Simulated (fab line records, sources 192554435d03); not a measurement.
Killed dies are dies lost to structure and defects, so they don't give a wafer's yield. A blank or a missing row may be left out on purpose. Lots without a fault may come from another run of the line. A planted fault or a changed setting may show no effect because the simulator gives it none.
Split-lot experiment | flow n5_finfet | 7 lots, 21 wafers read, on a route of 1938 steps

THE SPLIT
At N5_SD_EPI_P_COAT_34 (time 60 s, resist thk 350 nm), the setting spin_rpm was moved away from the recipe's 1500 rpm on 7 of the 21 wafers read, by -6.8% to +8.7%. The other wafers ran this setting at the recipe's value.

The reading is taken at the split's own step.

THE READING
SOC_of_SD_EPI_P_COAT_34.thk_nm (the simulator's own value, which no gauge read), in nm, at N5_SD_EPI_P_COAT_34 (time 60 s, resist thk 350 nm). The file gives no usual value for it. The 14 wafers here that ran the recipe average 350.3 nm, standard deviation 0.58 nm.

wafer  | tool, chamber at the split | spin_rpm as run, rpm | against the recipe | SOC_of_SD_EPI_P_COAT_34.thk_nm, nm | against lot-mates on the recipe
L078.4 | litho_track-01, 0          | 1500                 | recipe             | 350.4                              | -
L078.5 | litho_track-01, 0          | 1500                 | recipe             | 349.6                              | -
L078.6 | litho_track-01, 0          | 1500                 | recipe             | 351                                | -
L082.1 | litho_track-01, 0          | 1500                 | recipe             | 350.2                              | -
L082.3 | litho_track-01, 0          | 1500                 | recipe             | 350                                | -
L082.4 | litho_track-01, 0          | 1594                 | +6.3%              | 339.2                              | -10.9
L083.1 | litho_track-02, 0          | 1500                 | recipe             | 350.6                              | -
L083.4 | litho_track-02, 0          | 1398                 | -6.8%              | 364                                | +13.4
L083.5 | litho_track-02, 0          | 1398                 | -6.8%              | 363.8                              | +13.2
L086.2 | litho_track-01, 0          | 1500                 | recipe             | 351.2                              | -
L086.5 | litho_track-01, 0          | 1500                 | recipe             | 349.4                              | -
L086.6 | litho_track-01, 0          | 1500                 | recipe             | 350.2                              | -
L091.4 | litho_track-01, 0          | 1500                 | recipe             | 349.4                              | -
L091.5 | litho_track-01, 0          | 1570                 | +4.7%              | 342.6                              | -6.8
L091.6 | litho_track-01, 0          | 1570                 | +4.7%              | 342.8                              | -6.6
L095.2 | litho_track-05, 0          | 1500                 | recipe             | 349.8                              | -
L095.3 | litho_track-05, 0          | 1500                 | recipe             | 351                                | -
L095.6 | litho_track-05, 0          | 1597                 | +6.5%              | 340.6                              | -9.8
L097.1 | litho_track-02, 0          | 1500                 | recipe             | 350.8                              | -
L097.2 | litho_track-02, 0          | 1630                 | +8.7%              | 337                                | -13.4
L097.6 | litho_track-02, 0          | 1500                 | recipe             | 350                                | -

THE FIT
A straight line over all 21 wafers: SOC_of_SD_EPI_P_COAT_34.thk_nm changes by -1.74 nm for each +1% of spin_rpm; r = -0.99; the points scatter about the line by 0.88 nm.
The same after taking each lot's own level away (the mean of its wafers on the recipe; 21 wafers): -1.7 nm for each +1%; r = -0.99; scatter 0.82 nm.
On that fit, the largest move of spin_rpm shifts the reading by 15 nm.
The lots' own levels span 349.40 to 350.60 nm, that is 2.1 times the standard deviation above.
So the lot-to-lot level changes the slope little: the two slopes agree.
Check: with one of the wafers moved furthest among these (+8.7%) left out of the fit, the line predicts -14.7 nm for it against its lot-mates. It came out at -13.4 nm against them.

OTHER SPLITS ON THESE WAFERS
These wafers also went through other splits before the reading. Each is held against what the fit with the lots' levels taken away leaves over:
other split on the same wafers            | wafers away from the commonest value | r with SOC_of_SD_EPI_P_COAT_34.thk_nm (lot level and that fit taken away)
N5_WELL_APT_EXPOSE_05 dose_mj             | 6                                    | -0.17
N5_WELL_APT_COAT_19 spin_rpm              | 7                                    | -0.27
N5_PMOS_HMC_CHANNEL_EPI_PEB_07 peb_time_s | 6                                    | +0.25
N5_FIN_SAQP_EXPOSE_13 dose_mj             | 9                                    | -0.09
N5_DUMMY_GATE_COAT_28 spin_rpm            | 8                                    | +0.23
N5_SD_EPI_N_EXPOSE_06 dose_mj             | 9                                    | +0.12
N5_SD_EPI_N_DEVELOP_08 develop_time_s     | 6                                    | +0.16

THE FILE'S OWN FIT
SOC_of_SD_EPI_P_COAT_34.thk_nm changes by -1.65 nm for each +1% of spin_rpm, r = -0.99.
